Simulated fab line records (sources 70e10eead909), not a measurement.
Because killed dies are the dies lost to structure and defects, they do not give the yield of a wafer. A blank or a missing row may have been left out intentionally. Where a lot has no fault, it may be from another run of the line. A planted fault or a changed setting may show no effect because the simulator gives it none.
fab line records	flow nandHarc
record: lots: 10	wafers: 30	lastDay: 33
route steps=1302 shown A_CHANNEL_HOLE_D2@580
lots untouched by any fault: they come from a run of this same line in which no faults occurred
startH: hours from the record's opening day to when the first of the lot's shown wafers began	waitH: how many hours have passed since the lot's step before this one	" same as the row above	L1.1+2: a row that stands for several wafers	- value missing, or start not given	* or withheld: withheld	< > ~ a bound
route shown NAME@n: NAME is a module with steps in the file, n the number in the route of the first one	usual: average and standard deviation across the fault-free wafers	same: alike in all rows	chamber/n: place in a boat	sites: each site's reading	_std_site: standard deviation of those values	_edge_site: the outer-site mean with the inner-site mean subtracted	radiusMm: how far each site lies from the wafer's centre	mask NAME#n: copy n	behind: tool/chamber where the wafer was last shaped	hold: reason for holding the lot/hours on hold/outcome of the hold	device: the transistor (n, p or np) that didn't switch	end of line: the same wafers' tests at the end of the route	step lacking rows: just its recipe	killed: count of dies lost to structure and defects at first sort (not the wafer's yield)	map: a wafer's dies, marking killed ones x, the rest . and places with no die _
set.NAME: setting as actually run; set.NAME@STEP: the setting as run at that earlier step	model.NAME: the simulator's own value behind a step, which no gauge read
steps of the route over a sample of lots; a table a step, a row a wafer
services: the hour from which a tool's chamber was out of use, counted from the record's first day as startH (under 0 if before that day), plus the number of hours and why
== steps ==
step: NHARC_A_CHANNEL_HOLE_D2_PEB_08
recipe: pebTempC: 100	pebTimeS: 65
usual: exhaustPa: 44.9/0.87	heaterPowerTotalW: 156.6/0.41
lot.wafer	tool	chamber	startH	waitH	exhaustPa	heaterPowerTotalW
L650.1	lithoTrack-01	0	289.18	0.1	45.9	156.8
L650.4	"	0	"	"	46.1	157.2
L650.6	"	0	"	"	46.0	156.1
L651.3	lithoTrack-01	0	296.29	0.0	45.6	157.2
L651.4	"	0	"	"	46.7	156.7
L651.5	"	0	"	"	46.1	156.0
L652.3	lithoTrack-06	0	312.04	0.0	44.6	157.0
L652.5	"	0	"	"	43.4	156.6
L652.6	"	0	"	"	45.1	157.2
L653.2	lithoTrack-06	0	330.41	0.1	44.3	156.2
L653.3	"	0	"	"	44.4	156.2
L653.4	"	0	"	"	43.5	156.7
L656.1	lithoTrack-06	0	346.02	0.1	45.8	156.6
L656.5	"	0	"	"	43.8	157.1
L656.6	"	0	"	"	47.0	157.1
L658.3	lithoTrack-06	0	375.91	0.1	45.1	156.3
L658.4	"	0	"	"	45.6	156.2
L658.6	"	0	"	"	45.1	156.5
L660.2	lithoTrack-06	0	385.84	0.1	46.3	156.9
L660.3	"	0	"	"	45.4	156.4
L660.5	"	0	"	"	44.5	156.8
L665.2	lithoTrack-06	0	431.82	0.1	45.5	156.4
L665.3	"	0	"	"	44.6	169.0
L665.6	"	0	"	"	45.2	156.3
L663.1	lithoTrack-06	0	432.73	0.1	43.0	169.0
L663.2	"	0	"	"	44.3	156.9
L663.4	"	0	"	"	43.5	168.3
L673.1	lithoTrack-01	0	534.84	0.1	45.0	157.2
L673.4	"	0	"	"	43.7	156.8
L673.5	"	0	"	"	45.4	156.9
step: NHARC_A_CHANNEL_HOLE_D2_CD_MEAS_10
recipe: targetCdNm: 100	landingEnergyEv: 500
usual: cdNm: 100.0/0.41
same: landingEnergyEv: 500
lot.wafer	tool	chamber	startH	waitH	cdNm
L650.1	cdSem-02	0	289.26	-	99.5
L650.4	"	0	"	"	99.6
L650.6	"	0	"	"	100.1
L651.3	cdSem-02	0	296.38	-	99.4
L651.4	"	0	"	"	99.9
L651.5	"	0	"	"	99.6
L652.3	cdSem-01	0	312.12	-	100.3
L652.5	"	0	"	"	100.7
L652.6	"	0	"	"	100.5
L653.2	cdSem-01	0	330.49	-	99.6
L653.3	"	0	"	"	100.2
L653.4	"	0	"	"	100.1
L656.1	cdSem-03	0	346.10	-	100.0
L656.5	"	0	"	"	100.0
L656.6	"	0	"	"	100.2
L658.3	cdSem-03	0	375.99	-	100.1
L658.4	"	0	"	"	99.9
L658.6	"	0	"	"	100.2
L660.2	cdSem-03	0	385.92	-	99.9
L660.3	"	0	"	"	100.8
L660.5	"	0	"	"	99.7
L665.2	cdSem-01	0	431.90	-	100.5
L665.3	"	0	"	"	96.4
L665.6	"	0	"	"	100.5
L663.1	cdSem-03	0	432.81	-	95.5
L663.2	"	0	"	"	99.4
L663.4	"	0	"	"	95.3
L673.1	cdSem-02	0	534.92	-	99.7
L673.4	"	0	"	"	99.9
L673.5	"	0	"	"	99.7
step: NHARC_A_CHANNEL_HOLE_D2_CD_MEAS_18
usual: cdNm: 100.0/1.3
lot.wafer	tool	chamber	startH	waitH	cdNm
L650.1	cdSem-03	-	290.55	-	101.5
L650.4	"	-	"	"	99.1
L650.6	"	-	"	"	101.1
L651.3	cdSem-02	-	297.67	-	99.5
L651.4	"	-	"	"	99.5
L651.5	"	-	"	"	100.3
L652.3	cdSem-01	-	313.42	-	99.1
L652.5	"	-	"	"	101.1
L652.6	"	-	"	"	102.8
L653.2	cdSem-02	-	331.78	-	99.8
L653.3	"	-	"	"	101.1
L653.4	"	-	"	"	99.0
L656.1	cdSem-01	-	347.39	-	99.2
L656.5	"	-	"	"	99.3
L656.6	"	-	"	"	98.4
L658.3	cdSem-02	-	377.29	-	102.4
L658.4	"	-	"	"	100.3
L658.6	"	-	"	"	103.1
L660.2	cdSem-03	-	387.20	-	98.6
L660.3	"	-	"	"	102.2
L660.5	"	-	"	"	99.3
L665.2	cdSem-02	-	433.19	-	102.3
L665.3	"	-	"	"	97.1
L665.6	"	-	"	"	102.9
L663.1	cdSem-01	-	434.10	-	95.7
L663.2	"	-	"	"	101.1
L663.4	"	-	"	"	93.2
L673.1	cdSem-01	-	536.22	-	99.6
L673.4	"	-	"	"	101.3
L673.5	"	-	"	"	101.7
step: NHARC_A_CHANNEL_HOLE_D2_ETCH_24
recipe: biasV: 5000	sourceW: withheld	pressureMtorr: 20	timeS: 906.2	arFlowSccm: 375	c4f8FlowSccm: 93.8	o2FlowSccm: 31.2	tempC: -20	targetDepthA: 15000	chemistry: C4F8/O2/Ar
usual: drypumpMotorCurrentA: 5.7/0.4	showerheadPlenumPTorr: 3.64/0.14	throttleValvePct: 32.236/0.0098
lot.wafer	tool	chamber	startH	waitH	drypumpMotorCurrentA	rfHoursCounterH	showerheadPlenumPTorr	throttleValvePct
L650.1	harEtch-01	1	292.79	0.6	5.1	152	3.67	32.220
L650.4	"	0	"	"	6.4	-	3.53	32.235
L650.6	"	1	"	"	5.1	-	3.67	32.247
L651.4	harEtch-02	1	300.12	0.6	5.8	-	3.47	32.241
L651.3	"	0	"	"	5.7	-	3.68	32.242
L651.5	"	0	"	"	5.7	-	3.68	32.234
L652.3	harEtch-02	1	315.88	0.6	5.8	-	3.47	32.239
L652.5	"	1	"	"	5.8	-	3.47	32.212
L652.6	"	0	"	"	5.7	-	3.68	32.230
L653.2	harEtch-01	0	338.50	0.6	6.4	174	3.52	32.225
L653.4	"	0	"	"	6.4	-	3.52	32.234
L653.3	"	1	"	"	5.1	-	3.66	32.243
L656.1	harEtch-02	1	350.13	0.6	5.8	392	3.46	32.246
L656.6	"	0	"	"	5.7	-	3.67	32.267
L656.5	"	1	"	"	5.8	-	3.46	32.227
L658.4	harEtch-01	1	382.88	0.6	5.1	-	3.64	32.243
L658.3	"	0	"	"	6.4	-	3.50	32.241
L658.6	"	0	"	"	6.4	-	3.50	32.227
L660.2	harEtch-01	1	391.44	0.6	5.1	213	3.64	32.245
L660.3	"	0	"	"	6.4	-	3.50	32.234
L660.5	"	1	"	"	5.1	-	3.64	32.245
L665.2	harEtch-02	0	435.40	0.6	5.7	21	3.65	32.230
L665.3	"	0	"	"	5.7	-	3.65	32.244
L665.6	"	0	"	"	5.7	-	3.65	32.237
L663.1	harEtch-01	0	438.43	0.6	6.4	240	3.49	32.235
L663.2	"	1	"	"	5.1	240	3.62	32.227
L663.4	"	0	"	"	6.3	-	3.49	32.225
L673.1	harEtch-02	0	539.04	0.6	5.7	83	3.61	32.235
L673.4	"	1	"	"	5.8	-	3.88	32.223
L673.5	"	1	"	"	5.8	-	3.88	32.238
step: NHARC_A_CHANNEL_HOLE_D2_ETCH_27
recipe: biasV: 400	sourceW: 2000	pressureMtorr: 25	timeS: 90	arFlowSccm: 375	c4f8FlowSccm: 41.7	o2FlowSccm: 83.3	tempC: -20	targetDepthA: 4000	chemistry: C4F8/O2/Ar
usual: drypumpMotorCurrentA: 5.7/0.41	showerheadPlenumPTorr: 3.69/0.15	throttleValvePct: 27.619/0.0093
lot.wafer	tool	chamber	startH	waitH	drypumpMotorCurrentA	rfHoursCounterH	showerheadPlenumPTorr	throttleValvePct
L650.1	harEtch-01	1	294.63	0.2	5.1	154	3.71	27.622
L650.4	"	0	"	"	6.4	-	3.57	27.632
L650.6	"	1	"	"	5.1	-	3.71	27.625
L651.4	harEtch-02	1	301.76	0.2	5.8	-	3.51	27.627
L651.3	"	0	"	"	5.7	-	3.73	27.621
L651.5	"	0	"	"	5.7	-	3.73	27.629
L652.3	harEtch-02	1	317.54	0.2	5.8	-	3.51	27.621
L652.5	"	1	"	"	5.8	-	3.51	27.631
L652.6	"	0	"	"	5.7	-	3.72	27.629
L653.2	harEtch-01	0	340.37	0.2	6.4	176	3.56	27.622
L653.4	"	0	"	"	6.4	-	3.56	27.618
L653.3	"	1	"	"	5.1	-	3.70	27.623
L656.1	harEtch-02	1	351.87	0.2	5.8	393	3.49	27.626
L656.6	"	0	"	"	5.7	-	3.71	27.604
L656.5	"	1	"	"	5.8	-	3.49	27.609
L658.4	harEtch-01	1	384.55	0.2	5.1	-	3.68	27.621
L658.3	"	0	"	"	6.4	-	3.54	27.610
L658.6	"	0	"	"	6.4	-	3.54	27.622
L660.2	harEtch-01	1	393.27	0.2	5.1	215	3.68	27.611
L660.3	"	0	"	"	6.4	-	3.54	27.610
L660.5	"	1	"	"	5.1	-	3.68	27.636
L665.2	harEtch-02	0	437.24	0.2	5.7	23	3.69	27.625
L665.3	"	0	"	"	5.7	-	3.69	27.620
L665.6	"	0	"	"	5.7	-	3.69	27.613
L663.1	harEtch-01	0	440.28	0.2	6.4	242	3.52	27.627
L663.2	"	1	"	"	5.1	242	3.66	27.614
L663.4	"	0	"	"	6.4	-	3.52	27.635
L673.1	harEtch-02	0	540.79	0.2	5.7	85	3.65	27.610
L673.4	"	1	"	"	5.8	-	3.93	27.609
L673.5	"	1	"	"	5.8	-	3.93	27.624
step: NHARC_A_CHANNEL_HOLE_D2_STRIP_28
recipe: o2FlowSccm: 500	arFlowSccm: 0	biasW: 0	chemistry: O2
usual: drypumpMotorCurrentA: 5.9/0.38	oesProductAu: 0.998/0.0066	rfVppV: 57.4/0.85	showerheadPlenumPTorr: 3.44/0.098	throttleValvePct: 17.037/0.0093
lot.wafer	tool	chamber	startH	waitH	drypumpMotorCurrentA	oesProductAu	rfHoursCounterH	rfVppV	showerheadPlenumPTorr	throttleValvePct
L650.4	rieDiel-04	2	-	-	5.8	0.994	6	57.9	3.42	17.031
L650.1	"	3	"	"	5.5	0.992	7	57.3	3.39	17.038
L650.6	"	2	"	"	5.8	0.989	-	57.6	3.42	17.036
L651.3	rieDiel-04	1	-	-	5.7	0.999	6	57.6	3.43	17.037
L651.5	"	1	"	"	5.7	0.998	-	57.0	3.43	17.037
L651.4	"	3	"	"	5.5	1.004	-	57.9	3.39	17.052
L652.3	rieDiel-03	3	-	-	6.0	1.000	2	57.4	3.32	17.011
L652.5	"	3	"	"	6.0	0.999	-	55.8	3.32	17.047
L652.6	"	0	"	"	6.0	1.000	-	57.6	3.50	17.040
L653.3	rieDiel-03	0	-	-	6.0	0.999	3	58.2	3.50	17.038
L653.4	"	2	"	"	5.6	1.011	3	56.1	3.34	17.040
L653.2	"	3	"	"	6.0	0.994	3	58.9	3.32	17.044
L656.1	rieDiel-04	2	-	-	5.8	0.988	9	57.3	3.42	17.022
L656.6	"	2	"	"	5.8	0.990	-	58.0	3.42	17.038
L656.5	"	3	"	"	5.5	0.997	-	57.5	3.39	17.047
L658.3	rieDiel-04	0	-	-	6.0	1.003	1	58.0	3.36	17.025
L658.4	"	1	"	"	5.7	0.994	1	57.5	3.43	17.049
L658.6	"	3	"	"	5.5	1.006	-	57.5	3.38	17.036
L660.3	rieDiel-04	3	-	-	5.5	1.000	2	57.9	3.38	17.033
L660.2	"	0	"	"	6.0	1.007	1	58.1	3.36	17.040
L660.5	"	0	"	"	6.0	0.998	-	56.6	3.36	17.035
L665.3	rieDiel-04	1	-	-	5.8	0.987	5	57.4	3.43	17.044
L665.2	"	2	"	"	5.8	1.001	5	57.9	3.42	17.034
L665.6	"	1	"	"	5.7	0.999	-	57.3	3.43	17.027
L663.1	rieDiel-12	1	-	-	6.2	1.004	13	57.7	3.59	17.050
L663.4	"	2	"	"	6.5	0.995	12	58.2	3.72	17.036
L663.2	"	3	"	"	5.9	1.000	10	58.7	3.51	17.043
L673.1	rieDiel-04	2	-	-	5.8	1.017	0	56.3	3.42	17.036
L673.4	"	3	"	"	5.5	1.009	0	57.4	3.38	17.031
L673.5	"	1	"	"	5.7	1.004	-	56.9	3.42	17.060
step: NHARC_A_CHANNEL_HOLE_D2_CD_MEAS_31
usual: cdNm: 90.3/0.95
lot.wafer	tool	chamber	startH	waitH	cdNm
L650.1	cdSem-02	-	296.17	-	88.5
L650.4	"	-	"	"	90.5
L650.6	"	-	"	"	90.8
L651.3	cdSem-03	-	303.41	-	90.6
L651.4	"	-	"	"	90.6
L651.5	"	-	"	"	90.6
L652.3	cdSem-02	-	319.02	-	89.3
L652.5	"	-	"	"	89.8
L652.6	"	-	"	"	89.7
L653.2	cdSem-03	-	341.91	-	89.2
L653.3	"	-	"	"	90.2
L653.4	"	-	"	"	89.9
L656.1	cdSem-01	-	353.39	-	90.9
L656.5	"	-	"	"	91.9
L656.6	"	-	"	"	92.1
L658.3	cdSem-02	-	386.03	-	90.7
L658.4	"	-	"	"	90.0
L658.6	"	-	"	"	90.8
L660.2	cdSem-01	-	394.82	-	89.9
L660.3	"	-	"	"	89.6
L660.5	"	-	"	"	90.3
L665.2	cdSem-03	-	438.79	-	90.5
L665.3	"	-	"	"	86.3
L665.6	"	-	"	"	90.5
L663.1	cdSem-02	-	441.82	-	85.7
L663.2	"	-	"	"	90.8
L663.4	"	-	"	"	84.7
L673.1	cdSem-02	-	542.30	-	90.0
L673.4	"	-	"	"	88.0
L673.5	"	-	"	"	89.6
step: NHARC_A_CHANNEL_HOLE_D2_XSEM_32
recipe: landingEnergyEv: 35000
usual: botCdNm: 74.9/1	bowNm: 8.66/0.3	tiltDeg: 0.08/0.042
same: landingEnergyEv: 35000
lot.wafer	tool	chamber	startH	waitH	botCdNm	bowNm	tiltDeg
L650.1	xsem-02	0	296.27	0.1	73.0	8.76	-0.01
L650.4	"	0	"	"	74.0	8.75	-0.01
L650.6	"	0	"	"	75.0	8.76	-0.01
L651.3	xsem-01	0	303.51	0.1	75.0	8.45	0.11
L651.4	"	0	"	"	74.7	8.35	0.11
L651.5	"	0	"	"	74.7	8.52	0.11
L652.3	xsem-01	0	319.11	0.1	73.0	8.44	0.14
L652.5	"	0	"	"	73.9	8.37	0.14
L652.6	"	0	"	"	73.5	8.42	0.14
L653.2	xsem-02	0	342.00	0.1	72.9	8.52	0.10
L653.3	"	0	"	"	74.2	8.54	0.10
L653.4	"	0	"	"	74.4	8.45	0.10
L656.1	xsem-01	0	353.47	0.1	75.3	9.20	0.12
L656.5	"	0	"	"	76.6	9.07	0.11
L656.6	"	0	"	"	76.6	9.17	0.12
L658.3	xsem-02	0	386.13	0.1	76.0	8.88	0.08
L658.4	"	0	"	"	75.1	8.93	0.09
L658.6	"	0	"	"	75.5	8.84	0.08
L660.2	xsem-02	0	394.91	0.1	74.3	8.79	0.04
L660.3	"	0	"	"	75.2	8.81	0.04
L660.5	"	0	"	"	75.0	8.85	0.04
L665.2	xsem-02	0	438.88	0.1	75.4	9.12	0.05
L665.3	"	0	"	"	72.2	9.01	0.05
L665.6	"	0	"	"	75.2	9.03	0.05
L663.1	xsem-01	0	441.90	0.1	70.7	8.92	0.09
L663.2	"	0	"	"	75.3	8.93	0.09
L663.4	"	0	"	"	69.4	8.95	0.08
L673.1	xsem-02	0	542.39	0.1	75.7	8.64	0.04
L673.4	"	0	"	"	73.9	8.68	0.05
L673.5	"	0	"	"	75.6	8.67	0.04
== services ==
tool	chamber	startH	hours	kind
rieDiel-12	-	268.40	9.0	pm
xsem-02	-	277.16	3.7	repair
rieDiel-03	-	281.30	9.0	pm
rieDiel-04	2	301.21	8.1	repair
rieDiel-12	-	303.82	0.9	repair
rieDiel-03	1	321.44	3.8	repair
lithoTrack-01	-	330.00	7.0	pm
lithoTrack-06	-	354.00	7.0	pm
rieDiel-04	-	354.90	9.0	pm
harEtch-01	-	357.29	2.0	repair
rieDiel-04	0	369.04	4.1	repair
rieDiel-12	0	369.16	12.1	repair
xsem-01	-	374.00	14.0	pm
harEtch-02	-	377.75	17.0	pm
harEtch-02	0	377.75	17.0	ventCycle
harEtch-02	1	377.75	17.0	ventCycle
rieDiel-04	3	402.90	2.8	repair
rieDiel-12	-	445.40	9.0	pm
rieDiel-03	-	458.30	9.0	pm
lithoTrack-01	-	505.00	7.0	pm
rieDiel-12	1	528.96	4.9	repair
lithoTrack-06	-	529.00	7.0	pm
rieDiel-04	1	530.65	3.1	repair
rieDiel-04	-	531.90	9.0	pm
== key ==
firstSign: step: NHARC_A_CHANNEL_HOLE_D2_PEB_08	reading: heaterPowerTotalW	direction: up	sigmas: 30	usual: *	struck: *
effect: step: NHARC_A_CHANNEL_HOLE_D2_CD_MEAS_10	reading: cdNm	direction: down	sigmas: 10	usual: 100.0	struck: 95.7
effect: step: NHARC_A_CHANNEL_HOLE_D2_CD_MEAS_18	reading: cdNm	direction: down	sigmas: 3.6	usual: 100.0	struck: 95.3
effect: step: NHARC_A_CHANNEL_HOLE_D2_CD_MEAS_31	reading: cdNm	direction: down	sigmas: 4.9	usual: 90.3	struck: 85.6
effect: step: NHARC_A_CHANNEL_HOLE_D2_XSEM_32	reading: botCdNm	direction: down	sigmas: 4	usual: 74.9	struck: 70.8
metAt NHARC_A_CHANNEL_HOLE_D2_PEB_08
struckLots L663,L665
struckWafers L663.1,L663.4,L665.3
testerLeftOut L663,L665
notActingAt NHARC_A_CHANNEL_HOLE_D2_ETCH_24,NHARC_A_CHANNEL_HOLE_D2_ETCH_27,NHARC_A_CHANNEL_HOLE_D2_STRIP_28
onsetBetween 385.84 431.82
fault: kind: processParameterDrift	tool: lithoTrack-06	chamber: -	onsetH: 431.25	steps: NHARC_A_CHANNEL_HOLE_D2_PEB_08	channel: pebTimeS	offset: *	shape: step	endH: 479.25	scope: struckWafersOnly	actsIn: *	stated: *
testerLeftOut: of these lots the tester's yield and bins aren't shown, on N5 and GAA mostly nor the transistor test; their killed dies are dies lost to structure and defects alone, not to doping, threshold or leakage, so they don't give the yield
